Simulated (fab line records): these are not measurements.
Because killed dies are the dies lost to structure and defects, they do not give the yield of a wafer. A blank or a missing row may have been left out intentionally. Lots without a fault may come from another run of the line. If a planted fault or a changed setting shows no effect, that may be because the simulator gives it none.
The tool behind it: which one?    flow n5 finfet    Sampling: 12 lots, 36 wafers, 5 of 1938 route steps

== WHAT THE GAUGES READ, wafer by wafer ==
N5_WELL_APT_CD_MEAS_25: the cd target is 200 nm.
lot   measured     on         cd nm (nm)
L326  day 1 21:05  cd sem-01  199.8 199.3 198.8
L328  day 2 09:02  cd sem-03  201.1 201.3 199.8
L329  day 2 15:38  cd sem-01  198.6 200.7 200.0
L331  day 3 02:52  cd sem-02  199.5 200.0 201.9
L333  day 3 15:08  cd sem-03  202.4 202.2 201.4
L335  day 4 03:04  cd sem-02  210.2 212.1 211.8
L336  day 4 08:48  cd sem-03  209.3 210.5 208.6
L337  day 4 15:09  cd sem-03  207.5 204.8 207.2
L338  day 4 21:22  cd sem-01  205.8 206.6 207.5
L340  day 5 09:21  cd sem-02  199.7 200.8 200.4
L344  day 6 09:37  cd sem-02  199.9 201.4 201.1
L346  day 6 21:03  cd sem-03  195.5 196.1 196.0

N5_PMOS_HMC_CHANNEL_EPI_INSPECT_11: inspects for defects (macro).
lot   measured     on                 raw defect count
L326  day 1 23:12  defect inspect-01  1 4 1
L328  day 2 11:37  defect inspect-02  7 4 0
L329  day 2 18:11  defect inspect-01  3 2 0
L331  day 3 05:07  defect inspect-01  1 2 3
L333  day 3 17:34  defect inspect-01  3 5 1
L335  day 4 05:16  defect inspect-02  0 0 2
L336  day 4 11:29  defect inspect-01  4 3 2
L337  day 4 17:17  defect inspect-01  2 5 1
L338  day 4 23:36  defect inspect-02  1 1 0
L340  day 5 11:51  defect inspect-02  2 1 1
L344  day 6 11:56  defect inspect-01  1 1 0
L346  day 6 23:51  defect inspect-02  3 0 4

== WHAT TOOL EACH LOT RAN ON (gives the tool, then ch and the chambers of the sampled wafers, and finally the start) ==
lot   N5_ZERO_LAYER_ETCH_18            N5_WELL_APT_DESCUM_13              N5_WELL_APT_EXPOSE_22
L326  rie si-05 ch 1,3, day 1 18:56    rie diel-05 ch 0,2, day 1 19:55    krf scanner-01 ch 0, day 1 20:55
L328  rie si-04 ch 0,1,3, day 2 07:07  rie diel-02 ch 0,1, day 2 08:00    krf scanner-01 ch 0, day 2 08:52
L329  rie si-06 ch 0,1,3, day 2 12:55  rie diel-02 ch 0,2,3, day 2 14:34  krf scanner-01 ch 0, day 2 15:28
L331  rie si-04 ch 1,2, day 3 00:56    rie diel-03 ch 2,3, day 3 01:50    krf scanner-01 ch 0, day 3 02:43
L333  rie si-06 ch 1,2,3, day 3 12:48  rie diel-03 ch 0,2,3, day 3 14:06  krf scanner-01 ch 0, day 3 14:58
L335  rie si-06 ch 0,2,3, day 4 00:53  rie diel-02 ch 0,1,3, day 4 01:53  krf scanner-01 ch 0, day 4 02:53
L336  rie si-06 ch 0,2,3, day 4 06:47  rie diel-02 ch 0,1,3, day 4 07:46  krf scanner-01 ch 0, day 4 08:38
L337  rie si-05 ch 1,2,3, day 4 12:59  rie diel-05 ch 0,1,2, day 4 14:07  krf scanner-01 ch 0, day 4 14:59
L338  rie si-05 ch 1,2,3, day 4 18:58  rie diel-05 ch 0,1,3, day 4 20:18  krf scanner-01 ch 0, day 4 21:11
L340  rie si-05 ch 1,2,3, day 5 06:55  rie diel-05 ch 1,2,3, day 5 08:12  krf scanner-02 ch 0, day 5 09:11
L344  rie si-04 ch 1,2, day 6 07:22    rie diel-03 ch 1,2,3, day 6 08:13  krf scanner-02 ch 0, day 6 09:27
L346  rie si-04 ch 0,1,2, day 6 18:55  rie diel-03 ch 1,2,3, day 6 19:53  krf scanner-02 ch 0, day 6 20:53
- N5_ZERO_LAYER_ETCH_18: etches Si in HBr/Cl2, target depth 120 nm, time 40 s.
- N5_WELL_APT_DESCUM_13: chemistry O2, time 7.9 s.
- N5_WELL_APT_EXPOSE_22: exposes mask PWELL, defocus 0 nm, target cd 200 nm.

== AS READ BY THE TOOLS THEMSELVES (means over the sampled wafers that have a number; for cases with no such wafer, the mark the record gives instead) ==
N5_ZERO_LAYER_ETCH_18.
lot   tool       drypump motor current A (A)  oes product au (a.u.)  throttle valve pct (%)
L326  rie si-05  6.0                          1.016                  36.6
L328  rie si-04  5.7                          1.005                  36.1
L329  rie si-06  5.4                          1.000                  36.2
L331  rie si-04  6.0                          1.014                  36.3
L333  rie si-06  5.7                          1.004                  36.1
L335  rie si-06  5.6                          1.010                  36.3
L336  rie si-06  5.6                          1.011                  36.3
L337  rie si-05  6.3                          1.004                  36.6
L338  rie si-05  6.3                          1.001                  36.5
L340  rie si-05  6.3                          1.000                  36.5
L344  rie si-04  6.2                          1.025                  36.5
L346  rie si-04  6.0                          1.013                  36.2

N5_WELL_APT_DESCUM_13.
lot   tool         drypump motor current A (A)  o2 flow sccm (sccm)  oes product au (a.u.)  rf vpp V (V)  showerhead plenum p Torr (Torr)  throttle valve pct (%)
L326  rie diel-05  5.8                          225.5                0.79                   245.6         2.20                             20.34
L328  rie diel-02  5.4                          225.3                0.72                   242.5         2.10                             20.52
L329  rie diel-02  6.0                          224.6                0.80                   243.5         2.12                             20.49
L331  rie diel-03  5.9                          224.4                0.73                   241.9         2.02                             20.73
L333  rie diel-03  6.1                          224.8                0.74                   243.2         2.08                             20.59
L335  rie diel-02  5.7                          224.3                0.87                   244.0         2.15                             20.38
L336  rie diel-02  5.7                          224.8                0.86                   244.0         2.15                             20.38
L337  rie diel-05  5.5                          225.6                0.83                   244.4         2.15                             20.32
L338  rie diel-05  5.7                          224.8                0.82                   243.7         2.15                             20.42
L340  rie diel-05  5.8                          225.2                0.80                   243.2         2.13                             20.36
L344  rie diel-03  6.2                          225.8                0.82                   244.9         2.17                             20.36
L346  rie diel-03  6.2                          225.2                0.82                   244.0         2.17                             20.36

N5_WELL_APT_EXPOSE_22.
lot   tool            exposure dose mJ cm2  reticle temp C (C)
L326  krf scanner-01  23.215                23.18
L328  krf scanner-01  23.180                22.90
L329  krf scanner-01  23.200                23.03
L331  krf scanner-01  23.218                23.06
L333  krf scanner-01  23.163                23.19
L335  krf scanner-01  24.804                23.01
L336  krf scanner-01  24.503                22.85
L337  krf scanner-01  24.183                23.03
L338  krf scanner-01  24.012                23.07
L340  krf scanner-02  23.216                23.12
L344  krf scanner-02  23.194                22.98
L346  krf scanner-02  23.181                22.96

== THE ANSWER, worked out from the rows above alone ==
Rule: the lots themselves supply what counts as usual. The widest of any qualifying gaps counts: lots, ordered by their means at a reading, are off when they make up no more than a third of the lots, leave a main group of 4 or more, and stand apart from it by 3 or more times the standard deviation of that group's means. The tables above print the reading to a certain number of digits; a main group whose means all agree to those digits is not used. Also off: a lot with no number at a reading for which 4 or more lots have one. The other lots that the step has rows for count as sound. After the gauges, taken in route order, come the tools' own readings; for these a lot's mean is taken, as printed above. At the first step where some lot is off, the reading lying furthest off is the one used; lots without a number count as furthest.
Off: L335, L336, L337, L338 (N5_WELL_APT_EXPOSE_22, exposure dose mJ cm2). The main group: mean 23.196, standard deviation 0.019.
A tool fits if, at that step or a process step before it, it ran every lot that is off, and no sound lot after the first of them. One fits: N5_WELL_APT_EXPOSE_22 on krf scanner-01. Its last sound lot is L333 (day 3 14:58), its first lot that is off L335 (day 4 02:53): a fault that began between those two fits.
The tool's own readings at N5_WELL_APT_EXPOSE_22 bear it out: on the lots that are off they differ by more than 5 times the standard deviation of the sound lots' means. exposure dose mJ cm2 reads 24.375 there against 23.196 on the sound lots.

== WHAT THE SIMULATOR HAD INSERTED ==
Drift in process parameters on krf scanner-01 at N5_WELL_APT_EXPOSE_22, starting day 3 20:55. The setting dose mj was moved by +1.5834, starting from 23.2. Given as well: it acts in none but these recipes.
Struck lots among those shown: L335, L336, L337, L338. The same result came from the rule above.
